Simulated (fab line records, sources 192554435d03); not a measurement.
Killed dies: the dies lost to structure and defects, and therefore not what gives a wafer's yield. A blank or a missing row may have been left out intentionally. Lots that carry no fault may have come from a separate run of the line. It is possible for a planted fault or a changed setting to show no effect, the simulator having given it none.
Struck lot and sound lot, side by side / flow n5-finfet / 41 steps out of a route of 1938
Sound: wafers L405.2, L405.5, L405.6. Struck: wafer L416.5 (left out: L416.1, L416.6 of the same lot, which were not struck); the cause appears at the end.
Per side, at each step with rows, come the tool, then ch with its chambers, and then its first start. Under that, the readings that differ: sound wafers / struck wafers / difference of the means / sigmas: that difference in standard deviations of wafers without a fault.
alike: a reading whose means differ by less than 2 such deviations, as well as words and numbers matching on both sides. not compared: withheld readings; readings where some wafer has no value; bounds like >300 that might hide an equal value; numbers whose values overlap and for which the record gives no deviation.
Wherever a step has rows on one side only, a row that says differs or no value, or a row with sigmas, the two part there. When numbers do not overlap yet have no deviation, they are printed without sigmas and do not part them. Lack of a reading on every wafer of one side parts them only where that side has two or more wafers.

first, 9 steps without rows for these wafers: N5_BEOL_M4_ANNEAL_95 (time 240 s); N5_BEOL_M4_SPUTTER_96 (material Cu, target thk 4.5 nm, time 8.29 s); N5_BEOL_M4_ECD_50 (material Cu, target thk 300 nm); N5_BEOL_M4_ANNEAL_51 (time 90 s); N5_BEOL_M4_CMP_52 (polishes, stops on SiOC, t overpolish 6.8 s, target thk 40 nm); N5_BEOL_M4_PRE_CLEAN_60 (time 15 s); N5_BEOL_M4_CO_CAP_55 (material Co, precursor CCTBA/H2, target thk 2 nm, time 102.1 s); N5_BEOL_M4_PRE_CLEAN_56 (time 15 s); N5_BEOL_M4_DEP_57 (deposits SiCN from 3MS/NH3, target thk 8 nm, time 14 s).
N5_BEOL_M4_RC_MEAS_101:
  sound on prober-02 ch 0, day 8 07:24; struck on prober-01 ch 0, day 11 06:03
  alike: DIBL_N, DIBL_P, IOFF_N, IOFF_P, ION_N, ION_P, SS_N, SS_P, VT_N, VT_P
then, 24 steps without rows for these wafers: N5_BEOL_M5_ILD_DEP_00 (deposits SiCOH lowk from DEMS/porogen, target thk 140.64 nm, time 25.9 s); N5_BEOL_M5_CURE_79 (cures SiCOH lowk, time 240 s); N5_BEOL_M5_PECVD_70 (deposits SiO2 from TEOS/O2, target thk 16 nm, time 18 s); N5_BEOL_M5_HM_DEP_02 (deposits TiN, target thk 20 nm); N5_BEOL_M5_COAT_59 (time 60 s, resist thk 60 nm); N5_BEOL_M5_COAT_60 (time 60 s, resist thk 12 nm); N5_BEOL_M5_COAT_71 (time 60 s, resist thk 5 nm); N5_BEOL_M5_COAT_05 (resist thk 30 nm); N5_BEOL_M5_EBR_07; N5_BEOL_M5_SOFTBAKE_06 (time 60 s); N5_BEOL_M5_EXPOSE_08 (exposes mask M5, target cd 28 nm); N5_BEOL_M5_PEB_09 (peb time 60 s); N5_BEOL_M5_DEVELOP_10 (develop time 30 s); N5_BEOL_M5_DESCUM_16 (chemistry O2, time 7 s); N5_BEOL_M5_ETCH_72 (etches underlayer in N2/H2, target depth 6.5 nm, time 5.2 s); N5_BEOL_M5_ETCH_61 (etches SiARC in CF4, target depth 15.6 nm, time 26 s); N5_BEOL_M5_ETCH_62 (etches SOC in N2/H2, target depth 75 nm, overetch 15 nm, time 112.5 s); N5_BEOL_M5_STRIP_63 (strips in N2/H2); N5_BEOL_M5_STRIP_73 (strips in N2/H2); N5_BEOL_M5_STRIP_64 (strips in CF4); N5_BEOL_M5_HM_OPEN_17 (chemistry Cl2/BCl3, target TiN, target depth 20 nm, overetch 6 nm); N5_BEOL_M5_STRIP_19 (strips in O2); N5_BEOL_M5_COAT_65 (time 60 s, resist thk 60 nm); N5_BEOL_M5_COAT_66 (time 60 s, resist thk 12 nm).
N5_BEOL_M6_TRENCH_ETCH_37: etches SiCOH lowk in C4F6/O2, target depth 94.435 nm, time 31.5 s.
  sound on rie-diel-02 ch 1,2, day 9 03:30; struck on rie-diel-02 ch 0, day 12 01:36
reading=model.etch.depth-nm (nm); sound=94.67 94.99 93.39; struck=64.26; difference=-30.09; sigmas=
reading=model.BEOL_M6.feature-depth-nm (nm); sound=94.6 95 93.4; struck=64.2; difference=-30.1; sigmas=
reading=model.TiN_of_BEOL_M6_HM_DEP_02.thk-nm (nm); sound=17.8 17.4 17.6; struck=18.6; difference=+1.0; sigmas=
  alike: drypump-motor-current-A, mfc-ar-sccm, oes-product-au, rf-vpp-V, showerhead-plenum-p-Torr, throttle-valve-pct
  not compared: rf-hours-counter-h
N5_BEOL_M6_OCD_MEAS_38:
  sound on ocd-01, day 9 03:40; struck on ocd-01, day 12 01:46
reading=trench-depth-nm (nm); sound=94.7 94.7 93.6; struck=64.1; difference=-30.2; sigmas=-20
N5_BEOL_M6_CMP_52: polishes, stops on SiCOH lowk, t overpolish 6.9 s, target thk 80 nm.
  sound on cmp-03 ch 2,3, day 9 07:32; struck on cmp-02 ch 1, day 12 04:04
reading=motor-current-A (A); sound=5.5 5.7 5.7; struck=6.7; difference=+1.1; sigmas=+2
reading=model.Cu_of_BEOL_M6_ECD_50.thk-nm (nm); sound=79 80.8 77.8; struck=52.4; difference=-26.8; sigmas=
  alike: barrier-field-endpoint-s, overpolish-run-s, time-to-endpoint-s
N5_BEOL_M6_THK_MEAS_53: measures by xrf.
  sound on film-metro-01, day 9 07:48; struck on film-metro-02, day 12 04:22
reading=M6_THK (nm); sound=81.4 83.5 80.1; struck=53.7; difference=-28.0; sigmas=-15
N5_BEOL_M6_RS_MEAS_57: uses a four-point probe to measure.
  sound on film-metro-01, day 9 07:56; struck on film-metro-02, day 12 04:29
reading=M6_RS (ohm/sq); sound=0.290 0.282 0.294; struck=0.476; difference=+0.187; sigmas=+23
-- the record jumps here: 3 days lie between the struck wafers' starts before and after (it left off in module BEOL_M6 and takes up again in module BEOL_M15, whose first step shown is number 1830 of the route) --
N5_BEOL_M15_RC_MEAS_101:
  sound on prober-02 ch 0, day 12 06:50; struck on prober-02 ch 0, day 14 22:20
reading=SERP_M6 (ohm/um); sound=14.0 13.6 14.0; struck=23.4; difference=+9.5; sigmas=+17
reading=SERP_M6_max_site (ohm/um); sound=14.6 13.9 15.4; struck=23.7; difference=+9.1; sigmas=+15
reading=SERP_M7 (ohm/um); sound=15.3 14.9 14.6; struck=13.8; difference=-1.1; sigmas=-2
  alike: COMB_M10, COMB_M11, COMB_M12, COMB_M12_max_site, COMB_M13, COMB_M14, COMB_M15, COMB_M5, COMB_M7, COMB_M8, COMB_M8_max_site, COMB_M9, SERP_M10, SERP_M11, SERP_M12, SERP_M12_max_site, SERP_M13, SERP_M13_max_site, SERP_M14, SERP_M5, SERP_M8, SERP_M9
N5_PASSIVATION_PROBE_49:
  sound on prober-02, day 13 01:47; struck on prober-02, day 15 16:14
reading=killed_at_M4_up; sound=24 19 17; struck=35; difference=+15; sigmas=+2
reading=killed-at-contacts; sound=15 13 15; struck=1; difference=-13; sigmas=-2
reading=sort_bin_6_memory (%); sound=3.1 3.8 3.9; struck=1.7; difference=-1.9; sigmas=-3
reading=sort_bin_8_speed (%); sound=0 0 0; struck=1.86; difference=+1.86; sigmas=+8
  alike: defect-limited-yield, killed_at_M0_to_M3, killed-at-front-end, killed-at-other, killed-dies, killed-open, killed-short, sort_bin_5_function, sort-n-pass

## WHERE THEY PART
Earliest at N5_BEOL_M6_OCD_MEAS_38; latest, in this record, at N5_PASSIVATION_PROBE_49.

WHY: what the simulator had put in
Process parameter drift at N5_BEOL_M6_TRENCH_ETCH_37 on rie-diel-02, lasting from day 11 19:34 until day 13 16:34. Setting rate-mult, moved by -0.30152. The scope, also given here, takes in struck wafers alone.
